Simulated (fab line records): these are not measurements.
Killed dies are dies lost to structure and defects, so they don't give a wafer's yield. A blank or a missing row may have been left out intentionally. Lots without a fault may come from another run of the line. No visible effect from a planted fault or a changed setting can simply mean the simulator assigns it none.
A struck lot beside a sound one	flow n5-finfet	36 out of 1938 route steps
Sound: wafers L425.3, L425.4, L425.5. Struck: wafer L415.2 (left out: L415.1, L415.3 of the same lot, which were not struck); the cause appears at the end.
Each step with rows lists, per side, the tool, then ch with its chambers, then its first start. Under that, the readings that differ: sound wafers	struck wafers	difference of the means	sigmas: that difference in standard deviations of wafers without a fault.
alike: same words and numbers on both sides, and readings whose means sit less than 2 such deviations apart. not compared: any withheld reading, any reading some wafer has no value for, any bound like >300 that may hide the same value, and any number with overlapping values for which the record gives no deviation.
A row with sigmas, a row that says differs or no value, or rows on one side alone: a step with any of these is where the two part. Non-overlapping numbers with no deviation appear without sigmas and do not part them. A reading that every wafer of one side lacks parts them only if that side has two wafers or more.

first, 10 steps without rows for these wafers: N5_MOL_CONTACT_COAG_DESCUM_45 (chemistry O2, time 7 s); N5_MOL_CONTACT_COAG_ETCH_65 (etches underlayer in N2/H2, target depth 13 nm, time 10.4 s); N5_MOL_CONTACT_COAG_ETCH_66 (etches SiARC in CF4, target depth 13 nm, time 21.7 s); N5_MOL_CONTACT_COAG_ALD_133 (deposits SiO2, target thk 5 nm, pulse time 1 s, co reactant pulse time 1 s); N5_MOL_CONTACT_COAG_ETCHBACK_134 (etches SiO2 in CHF3, target depth 10 nm, time 6.7 s); N5_MOL_CONTACT_COAG_ETCH_67 (etches SOC in N2/H2, target depth 60 nm, overetch 21 nm, time 101.2 s); N5_MOL_CONTACT_COAG_STRIP_68 (strips in N2/H2); N5_MOL_CONTACT_COAG_STRIP_69 (strips in N2/H2); N5_MOL_CONTACT_COAG_ETCHBACK_136 (etches SiO2 in CHF3, target depth 25 nm, time 16.7 s); N5_MOL_CONTACT_COAG_STRIP_120 (strips in CHF3).
N5_MOL_CONTACT_COAG_VIA_ETCH_117: etches SiO2 in C4F6/O2, target depth 40 nm, overetch 8 nm, time 26 s.
  sound on rie-diel-04 ch 1,3, day 10 18:53; struck on rie-diel-01 ch 2, day 8 05:58
  alike: drypump-motor-current-A, oes-product-au, rf-vpp-V, showerhead-plenum-p-Torr, throttle-valve-pct
  not compared: rf-hours-counter-h
then, 24 steps without rows for these wafers: N5_MOL_CONTACT_COAG_ETCH_124 (etches SiNx in CH3F/O2, stops on SiOC, target depth 6.5 nm); N5_MOL_CONTACT_COAG_ETCH_48 (etches SiOC in C4F6/O2, target depth 15 nm, overetch 4.5 nm, time 17 s); N5_MOL_CONTACT_COAG_STRIP_72 (strips in N2/H2); N5_MOL_CONTACT_COAG_STRIP_49 (strips in N2/H2, time 30 s); N5_MOL_CONTACT_COAG_PRECLEAN_138 (cleans in alkaline clean, time 60 s); N5_MOL_CONTACT_COAG_SRD_139 (time 30 s); N5_MOL_CONTACT_COAG_PRE_CLEAN_121; N5_MOL_CONTACT_COAG_CVD_140 (deposits W, target thk 66.5 nm, time 215 s); N5_MOL_CONTACT_COAG_PRECLEAN_127 (cleans in DIW, time 57.5 s); N5_MOL_CONTACT_COAG_SRD_128 (dry time 32 s); N5_MOL_CONTACT_COAG_CMP_52 (polishes, stops on SiO2, t overpolish 1.5 s, target thk 66.5 nm); N5_MOL_CONTACT_COAG_ANNEAL_112 (time 1800 s); N5_BEOL_M0_SAQP_PECVD_00 (deposits SiCN from 3MS/NH3, target thk 8 nm, time 14 s); N5_BEOL_M0_SAQP_ILD_DEP_01 (deposits SiOC from DEMS/O2, target thk 45.419 nm, time 8.7 s); N5_BEOL_M0_SAQP_HM_DEP_02 (deposits TiN, target thk 12 nm); N5_BEOL_M0_SAQP_PECVD_03 (deposits SiCN from 3MS/NH3, target thk 12 nm, time 21.1 s); N5_BEOL_M0_SAQP_PECVD_96 (deposits a-Si from SiH4/He, target thk 45 nm, time 45.2 s); N5_BEOL_M0_SAQP_PECVD_97 (deposits SiNx from SiH4/NH3/N2, target thk 23 nm, time 19.9 s); N5_BEOL_M0_SAQP_PECVD_04 (deposits a-Si from SiH4/He, target thk 60 nm, time 60.2 s); N5_BEOL_M0_SAQP_HM_DEP_111 (deposits SiO2 from SiH4/N2O, target thk 12 nm, time 7.2 s); N5_BEOL_M0_SAQP_COAT_81 (time 60 s, resist thk 100 nm); N5_BEOL_M0_SAQP_COAT_82 (time 60 s, resist thk 30 nm); N5_BEOL_M0_SAQP_COAT_08 (resist thk 90 nm); N5_BEOL_M0_SAQP_EBR_10.
-- a jump in the record: the struck wafers' starts before and after are 7 days apart (it breaks off in module BEOL_M0_SAQP and resumes in module PASSIVATION, where the first step shown is number 1936 of the route) --
N5_PASSIVATION_PROBE_49:
  only the struck wafers here have rows in the record (prober-02, day 15 16:19); the sound ones have none

== WHERE THEY PART ==
Only at N5_PASSIVATION_PROBE_49, as far as this record shows.

WHY: what the simulator had put in
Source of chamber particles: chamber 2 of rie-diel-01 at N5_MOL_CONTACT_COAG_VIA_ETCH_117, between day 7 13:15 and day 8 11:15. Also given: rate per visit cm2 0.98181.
